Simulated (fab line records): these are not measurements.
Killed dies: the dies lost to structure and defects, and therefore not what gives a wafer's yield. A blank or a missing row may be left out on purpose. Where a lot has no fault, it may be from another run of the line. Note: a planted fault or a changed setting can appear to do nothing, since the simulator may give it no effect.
Which of the tools did it? | flow n5_finfet | 19 lots with 57 wafers sampled at 5 steps, on a route of 1938 steps

== WHAT THE GAUGES SHOWED, per wafer ==
N5_BEOL_M1_INSPECT_30: inspects for defects (brightfield). Usual: raw_defect_count reads 421 (standard deviation 83).
lot  | measured     | on                | raw_defect_count | flag
L074 | day 6 03:52  | defect_inspect-01 | 362 397 488      |
L075 | day 6 08:04  | defect_inspect-01 | 314 567 620      |
L077 | day 7 01:28  | defect_inspect-02 | 430 458 350      |
L078 | day 7 10:42  | defect_inspect-01 | 335 310 300      |
L080 | day 7 18:41  | defect_inspect-02 | 406 420 410      |
L083 | day 8 12:23  | defect_inspect-01 | 530 391 475      |
L084 | day 8 15:47  | defect_inspect-02 | 598 462 341      |
L086 | day 9 05:18  | defect_inspect-02 | 392 406 459      |
L087 | day 9 10:55  | defect_inspect-02 | 292 351 304      |
L088 | day 9 18:09  | defect_inspect-02 | 503 431 517      |
L089 | day 9 22:48  | defect_inspect-01 | 478 461 445      |
L090 | day 10 08:59 | defect_inspect-01 | 341 427 410      |
L091 | day 10 10:31 | defect_inspect-02 | 354 402 447      |
L092 | day 10 18:33 | defect_inspect-02 | 474 371 286      |
L093 | day 10 22:39 | defect_inspect-02 | 397 412 382      |
L094 | day 11 03:46 | defect_inspect-01 | 368 452 374      |
L095 | day 11 08:06 | defect_inspect-02 | 465 355 390      |
L096 | day 11 15:01 | defect_inspect-02 | 459 379 584      |
L097 | day 11 18:25 | defect_inspect-01 | 521 519 463      |

== WHAT TOOL EACH LOT RAN ON (gives the tool, then ch and the chambers of the sampled wafers, and finally the start) ==
lot  | N5_BEOL_M0_SAQP_SPACER2_ETCHBACK_27 | N5_BEOL_M0_TRENCH_ETCH_107         | N5_BEOL_M0_STRIP_142               | N5_BEOL_M0_ETCH_109
L074 | rie_diel-04 ch 0,2, day 5 15:29     | rie_diel-05 ch 0,1,2, day 5 21:55  | rie_diel-05 ch 0,1,2, day 5 21:56  | rie_diel-05 ch 0,1,2, day 5 22:08
L075 | rie_diel-04 ch 1,2, day 5 20:27     | rie_diel-02 ch 0,1,2, day 6 01:11  | rie_diel-02 ch 0,1,2, day 6 01:12  | rie_diel-05 ch 0,1, day 6 01:29
L077 | rie_diel-01 ch 0,3, day 6 13:43     | rie_diel-05 ch 0,3, day 6 18:17    | rie_diel-05 ch 0,3, day 6 18:18    | rie_diel-02 ch 0,3, day 6 18:52
L078 | rie_diel-01 ch 1,3, day 6 23:52     | rie_diel-02 ch 1,2,3, day 7 03:44  | rie_diel-02 ch 1,2,3, day 7 03:46  | rie_diel-06 ch 1,2,3, day 7 04:10
L080 | rie_diel-01 ch 1,2,3, day 7 07:26   | rie_diel-05 ch 0,1,2, day 7 11:24  | rie_diel-05 ch 0,1,2, day 7 11:25  | rie_diel-02 ch 0,2,3, day 7 11:45
L083 | rie_diel-01 ch 0,3, day 7 22:18     | rie_diel-05 ch 0,1,2, day 8 03:13  | rie_diel-05 ch 0,1,2, day 8 03:14  | rie_diel-06 ch 0,3, day 8 03:40
L084 | rie_diel-01 ch 0,3, day 8 05:32     | rie_diel-06 ch 1,2, day 8 10:41    | rie_diel-06 ch 1,2, day 8 10:42    | rie_diel-02 ch 0,1,3, day 8 10:59
L086 | rie_diel-04 ch 0,1,2, day 8 20:52   | rie_diel-02 ch 0,1,3, day 9 00:05  | rie_diel-02 ch 0,1,3, day 9 00:06  | rie_diel-06 ch 0,2, day 9 00:29
L087 | rie_diel-04 ch 1,3, day 9 01:24     | rie_diel-02 ch 1,2, day 9 05:10    | rie_diel-02 ch 1,2, day 9 05:11    | rie_diel-06 ch 0,1,3, day 9 05:22
L088 | rie_diel-03 ch 0,1,2, day 9 08:22   | rie_diel-05 ch 0,3, day 9 12:24    | rie_diel-05 ch 0,3, day 9 12:25    | rie_diel-05 ch 0,2,3, day 9 12:37
L089 | rie_diel-01 ch 2,3, day 9 13:36     | rie_diel-06 ch 0,1,3, day 9 17:25  | rie_diel-06 ch 0,1,3, day 9 17:26  | rie_diel-06 ch 1,2,3, day 9 18:02
L090 | rie_diel-01 ch 0,2,3, day 9 20:08   | rie_diel-02 ch 0,1,3, day 10 01:46 | rie_diel-02 ch 0,1,3, day 10 01:47 | rie_diel-06 ch 0,1,2, day 10 01:59
L091 | rie_diel-04 ch 2,3, day 10 02:05    | rie_diel-02 ch 2,3, day 10 04:52   | rie_diel-02 ch 2,3, day 10 04:54   | rie_diel-06 ch 0,1, day 10 05:05
L092 | rie_diel-04 ch 1,2,3, day 10 07:37  | rie_diel-06 ch 0,1,2, day 10 11:04 | rie_diel-06 ch 0,1,2, day 10 11:06 | rie_diel-06 ch 1,2,3, day 10 11:18
L093 | rie_diel-04 ch 0,2, day 10 11:59    | rie_diel-06 ch 2,3, day 10 16:33   | rie_diel-06 ch 2,3, day 10 16:34   | rie_diel-02 ch 0,1,3, day 10 16:46
L094 | rie_diel-01 ch 1,2,3, day 10 18:30  | rie_diel-02 ch 0,1,3, day 10 21:26 | rie_diel-02 ch 0,1,3, day 10 21:28 | rie_diel-05 ch 0,1,2, day 10 21:40
L095 | rie_diel-01 ch 0,1,3, day 10 22:34  | rie_diel-05 ch 0,1,3, day 11 02:01 | rie_diel-05 ch 0,1,3, day 11 02:02 | rie_diel-05 ch 0,1,2, day 11 02:13
L096 | rie_diel-01 ch 1,3, day 11 03:13    | rie_diel-05 ch 1,2, day 11 09:46   | rie_diel-05 ch 1,2, day 11 09:47   | rie_diel-06 ch 0,1,2, day 11 09:59
L097 | rie_diel-04 ch 0,2,3, day 11 06:54  | rie_diel-05 ch 0,2, day 11 10:52   | rie_diel-05 ch 0,2, day 11 10:53   | rie_diel-06 ch 0,1,3, day 11 11:28
- N5_BEOL_M0_SAQP_SPACER2_ETCHBACK_27: etches SiO2 in CHF3/O2, target depth 22.5 nm, time 11.25 s.
- N5_BEOL_M0_TRENCH_ETCH_107: etches SiOC in C4F6/O2, target depth 32.8 nm, time 16.4 s.
- N5_BEOL_M0_STRIP_142: strips in N2/H2, time 10 s.
- N5_BEOL_M0_ETCH_109: etches SiCN in CH3F/O2, target depth 8 nm, overetch 2.4 nm, time 27.4 s.

== AS READ BY THE TOOLS THEMSELVES (means over the sampled wafers that have a number; for cases with no such wafer, the mark the record gives instead) ==
N5_BEOL_M0_SAQP_SPACER2_ETCHBACK_27. Usual: O2_flow_sccm 5.000 sccm, standard deviation 0.015; drypump_motor_current_A 5.7 A, standard deviation 0.47; mfc_ar_sccm 200.0 sccm, standard deviation 0.58; oes_product_au 0.76 a.u., standard deviation 0.093; rf_vpp_V 521 V, standard deviation 9; showerhead_plenum_p_Torr 2.40 Torr, standard deviation 0.066; throttle_valve_pct 18.94 %, standard deviation 0.27.
lot  | tool        | O2_flow_sccm (sccm) | drypump_motor_current_A (A) | mfc_ar_sccm (sccm) | oes_product_au (a.u.) | rf_vpp_V (V) | showerhead_plenum_p_Torr (Torr) | throttle_valve_pct (%) | flag
L074 | rie_diel-04 | 5.012               | 5.4                         | 198.9              | 0.73                  | 523          | 2.43                            | 18.70                  |
L075 | rie_diel-04 | 4.989               | 6.0                         | 199.3              | 0.71                  | 528          | 2.43                            | 18.96                  |
L077 | rie_diel-01 | 5.006               | 5.4                         | 199.6              | 0.71                  | 512          | 2.40                            | 19.06                  |
L078 | rie_diel-01 | 5.002               | 5.9                         | 200.6              | 0.79                  | 525          | 2.36                            | 18.71                  |
L080 | rie_diel-01 | 4.992               | 6.0                         | 200.0              | 0.79                  | 521          | 2.39                            | 18.78                  |
L083 | rie_diel-01 | 4.988               | 5.5                         | 199.8              | 0.70                  | 512          | 2.40                            | 19.07                  |
L084 | rie_diel-01 | 5.001               | 5.5                         | 200.2              | 0.70                  | 512          | 2.40                            | 19.06                  |
L086 | rie_diel-04 | 5.000               | 5.5                         | 199.6              | 0.80                  | 527          | 2.39                            | 18.83                  |
L087 | rie_diel-04 | 4.994               | 6.0                         | 199.9              | 0.89                  | 531          | 2.39                            | 18.96                  |
L088 | rie_diel-03 | 4.991               | 5.6                         | 200.3              | 0.73                  | 518          | 2.41                            | 19.17                  |
L089 | rie_diel-01 | 4.989               | 6.0                         | 200.6              | 0.72                  | 517          | 2.33                            | 18.89                  |
L090 | rie_diel-01 | 4.997               | 5.8                         | 200.3              | 0.81                  | 512          | 2.38                            | 18.89                  |
L091 | rie_diel-04 | 4.999               | 5.9                         | 199.8              | 0.71                  | 524          | 2.41                            | 19.11                  |
L092 | rie_diel-04 | 5.002               | 5.9                         | 199.3              | 0.78                  | 526          | 2.41                            | 18.93                  |
L093 | rie_diel-04 | 4.986               | 5.0                         | 199.2              | 0.69                  | 524          | 2.36                            | 18.97                  |
L094 | rie_diel-01 | 5.016               | 6.0                         | 199.8              | 0.76                  | 520          | 2.38                            | 18.81                  |
L095 | rie_diel-01 | 4.992               | 5.7                         | 199.8              | 0.85                  | 519          | 2.40                            | 18.74                  |
L096 | rie_diel-01 | 5.004               | 5.9                         | 200.0              | 0.76                  | 524          | 2.35                            | 18.75                  |
L097 | rie_diel-04 | 4.994               | 5.4                         | 199.7              | 0.69                  | 524          | 2.38                            | 19.05                  |

N5_BEOL_M0_TRENCH_ETCH_107. Usual: O2_flow_sccm 10.00 sccm, standard deviation 0.032; drypump_motor_current_A 5.7 A, standard deviation 0.5; mfc_ar_sccm 300.0 sccm, standard deviation 0.88; oes_product_au 0.77 a.u., standard deviation 0.056; rf_vpp_V 662 V, standard deviation 15; showerhead_plenum_p_Torr 2.90 Torr, standard deviation 0.055; throttle_valve_pct 20.95 %, standard deviation 0.28.
lot  | tool        | O2_flow_sccm (sccm) | drypump_motor_current_A (A) | mfc_ar_sccm (sccm) | oes_product_au (a.u.) | rf_vpp_V (V) | showerhead_plenum_p_Torr (Torr) | throttle_valve_pct (%) | flag
L074 | rie_diel-05 | 10.01               | 5.5                         | 300.3              | 0.80                  | 679          | 2.91                            | 20.90                  |
L075 | rie_diel-02 | 10.01               | 6.0                         | 299.6              | 0.78                  | 656          | 2.89                            | 20.94                  |
L077 | rie_diel-05 | 10.01               | 5.5                         | 300.2              | 0.81                  | 669          | 2.92                            | 20.99                  |
L078 | rie_diel-02 | 9.99                | 5.8                         | 300.2              | 0.73                  | 647          | 2.85                            | 21.10                  |
L080 | rie_diel-05 | 10.00               | 5.5                         | 300.2              | 0.79                  | 678          | 2.90                            | 20.92                  |
L083 | rie_diel-05 | 10.02               | 5.5                         | 300.1              | 0.78                  | 678          | 2.90                            | 20.93                  |
L084 | rie_diel-06 | 10.00               | 5.6                         | 299.7              | 0.72                  | 654          | 2.90                            | 20.84                  |
L086 | rie_diel-02 | 10.00               | 6.2                         | 300.4              | 0.78                  | 650          | 2.89                            | 20.90                  |
L087 | rie_diel-02 | 10.01               | 5.5                         | 299.3              | 0.71                  | 652          | 2.84                            | 21.19                  |
L088 | rie_diel-05 | 9.98                | 5.5                         | 300.2              | 0.78                  | 670          | 2.91                            | 21.03                  |
L089 | rie_diel-06 | 10.00               | 5.9                         | 300.1              | 0.73                  | 659          | 2.87                            | 21.10                  |
L090 | rie_diel-02 | 9.97                | 6.3                         | 299.7              | 0.76                  | 650          | 2.88                            | 20.92                  |
L091 | rie_diel-02 | 9.98                | 5.6                         | 299.1              | 0.74                  | 638          | 2.85                            | 21.27                  |
L092 | rie_diel-06 | 10.01               | 5.9                         | 300.1              | 0.71                  | 650          | 2.86                            | 20.99                  |
L093 | rie_diel-06 | 9.96                | 5.6                         | 300.6              | 0.79                  | 664          | 2.88                            | 21.04                  |
L094 | rie_diel-02 | 10.00               | 6.2                         | 300.5              | 0.76                  | 650          | 2.88                            | 20.92                  |
L095 | rie_diel-05 | 10.01               | 5.7                         | 299.7              | 0.79                  | 669          | 2.91                            | 21.00                  |
L096 | rie_diel-05 | 9.99                | 5.3                         | 300.4              | 0.75                  | 679          | 2.91                            | 20.74                  |
L097 | rie_diel-05 | 10.01               | 5.1                         | 299.4              | 0.73                  | 677          | 2.90                            | 20.78                  |

N5_BEOL_M0_STRIP_142. Usual: drypump_motor_current_A 5.7 A, standard deviation 0.49; oes_product_au 0.77 a.u., standard deviation 0.057; rf_vpp_V 59.3 V, standard deviation 0.8; showerhead_plenum_p_Torr 2.58 Torr, standard deviation 0.063; throttle_valve_pct 23.70 %, standard deviation 0.26.
lot  | tool        | drypump_motor_current_A (A) | oes_product_au (a.u.) | rf_vpp_V (V) | showerhead_plenum_p_Torr (Torr) | throttle_valve_pct (%) | flag
L074 | rie_diel-05 | 5.5                         | 0.81                  | 58.6         | 2.59                            | 23.61                  |
L075 | rie_diel-02 | 6.0                         | 0.78                  | 59.5         | 2.58                            | 23.74                  |
L077 | rie_diel-05 | 5.5                         | 0.82                  | 58.2         | 2.59                            | 23.47                  |
L078 | rie_diel-02 | 5.8                         | 0.73                  | 59.0         | 2.53                            | 23.80                  |
L080 | rie_diel-05 | 5.5                         | 0.80                  | 58.6         | 2.58                            | 23.63                  |
L083 | rie_diel-05 | 5.5                         | 0.79                  | 59.6         | 2.58                            | 23.64                  |
L084 | rie_diel-06 | 5.6                         | 0.72                  | 59.3         | 2.60                            | 23.51                  |
L086 | rie_diel-02 | 6.2                         | 0.77                  | 59.6         | 2.59                            | 23.80                  |
L087 | rie_diel-02 | 5.5                         | 0.71                  | 58.8         | 2.51                            | 23.80                  |
L088 | rie_diel-05 | 5.5                         | 0.79                  | 59.5         | 2.57                            | 23.51                  |
L089 | rie_diel-06 | 5.9                         | 0.73                  | 59.5         | 2.56                            | 23.87                  |
L090 | rie_diel-02 | 6.2                         | 0.77                  | 59.8         | 2.58                            | 23.81                  |
L091 | rie_diel-02 | 5.6                         | 0.74                  | 59.1         | 2.53                            | 23.98                  |
L092 | rie_diel-06 | 5.9                         | 0.71                  | 59.7         | 2.55                            | 23.80                  |
L093 | rie_diel-06 | 5.6                         | 0.79                  | 59.5         | 2.55                            | 23.76                  |
L094 | rie_diel-02 | 6.2                         | 0.75                  | 57.7         | 2.58                            | 23.83                  |
L095 | rie_diel-05 | 5.7                         | 0.80                  | 58.6         | 2.58                            | 23.68                  |
L096 | rie_diel-05 | 5.3                         | 0.74                  | 59.8         | 2.60                            | 23.63                  |
L097 | rie_diel-05 | 5.1                         | 0.73                  | 59.4         | 2.60                            | 23.48                  |

N5_BEOL_M0_ETCH_109. Usual: O2_flow_sccm 20.00 sccm, standard deviation 0.057; drypump_motor_current_A 5.8 A, standard deviation 0.44; mfc_ar_sccm 150.0 sccm, standard deviation 0.44; oes_product_au 0.65 a.u., standard deviation 0.047; rf_vpp_V 297.8 V, standard deviation 1.1; showerhead_plenum_p_Torr 2.03 Torr, standard deviation 0.037; throttle_valve_pct 16.41 %, standard deviation 0.21.
lot  | tool        | O2_flow_sccm (sccm) | drypump_motor_current_A (A) | mfc_ar_sccm (sccm) | oes_product_au (a.u.) | rf_vpp_V (V) | showerhead_plenum_p_Torr (Torr) | throttle_valve_pct (%) | flag
L074 | rie_diel-05 | 20.03               | 5.5                         | 149.7              | 0.69                  | 298.0        | 2.05                            | 16.32                  |
L075 | rie_diel-05 | 20.02               | 5.7                         | 150.4              | 0.68                  | 298.0        | 2.03                            | 16.50                  |
L077 | rie_diel-02 | 19.99               | 6.3                         | 150.3              | 0.71                  | 298.8        | 2.08                            | 16.34                  |
L078 | rie_diel-06 | 20.03               | 5.6                         | 150.1              | 0.67                  | 297.6        | 2.04                            | 16.36                  |
L080 | rie_diel-02 | 20.07               | 5.8                         | 150.1              | 0.69                  | 297.9        | 2.04                            | 16.55                  |
L083 | rie_diel-06 | 19.97               | 6.2                         | 149.6              | 0.63                  | 296.6        | 2.00                            | 16.59                  |
L084 | rie_diel-02 | 20.04               | 6.2                         | 150.1              | 0.67                  | 297.6        | 2.03                            | 16.35                  |
L086 | rie_diel-06 | 19.99               | 5.8                         | 150.2              | 0.64                  | 297.3        | 2.00                            | 16.39                  |
L087 | rie_diel-06 | 20.03               | 5.9                         | 149.7              | 0.63                  | 297.5        | 2.02                            | 16.54                  |
L088 | rie_diel-05 | 19.93               | 5.3                         | 150.1              | 0.65                  | 298.0        | 2.06                            | 16.27                  |
L089 | rie_diel-06 | 20.03               | 5.6                         | 150.1              | 0.64                  | 297.9        | 2.03                            | 16.41                  |
L090 | rie_diel-06 | 20.01               | 5.9                         | 149.6              | 0.61                  | 297.0        | 2.01                            | 16.46                  |
L091 | rie_diel-06 | 20.03               | 6.2                         | 149.8              | 0.60                  | 297.1        | 2.00                            | 16.60                  |
L092 | rie_diel-06 | 20.00               | 5.6                         | 150.1              | 0.64                  | 297.8        | 2.03                            | 16.41                  |
L093 | rie_diel-02 | 19.97               | 6.2                         | 150.1              | 0.65                  | 298.0        | 2.02                            | 16.39                  |
L094 | rie_diel-05 | 20.00               | 5.5                         | 150.1              | 0.65                  | 298.9        | 2.03                            | 16.41                  |
L095 | rie_diel-05 | 20.04               | 5.5                         | 150.0              | 0.66                  | 297.3        | 2.03                            | 16.42                  |
L096 | rie_diel-06 | 20.00               | 5.9                         | 149.6              | 0.62                  | 297.0        | 2.01                            | 16.49                  |
L097 | rie_diel-06 | 20.08               | 5.9                         | 149.9              | 0.62                  | 297.8        | 2.02                            | 16.57                  |

== THE ANSWER, worked out from the rows above alone ==
Rule: a lot is off if the mean of its wafers that have a number lies more than 3 standard deviations from the usual mean. Also off: a lot with no number at a reading for which 4 or more lots have one. The other lots that the step has rows for count as sound. After the gauges, taken in route order, come the tools' own readings; for these a lot's mean is taken, as printed above. At the first step where some lot is off, the reading lying furthest off is the one used; lots without a number count as furthest.
No lot is off at any reading shown: from this, nothing can be told.

== WHAT THE SIMULATOR PUT IN ==
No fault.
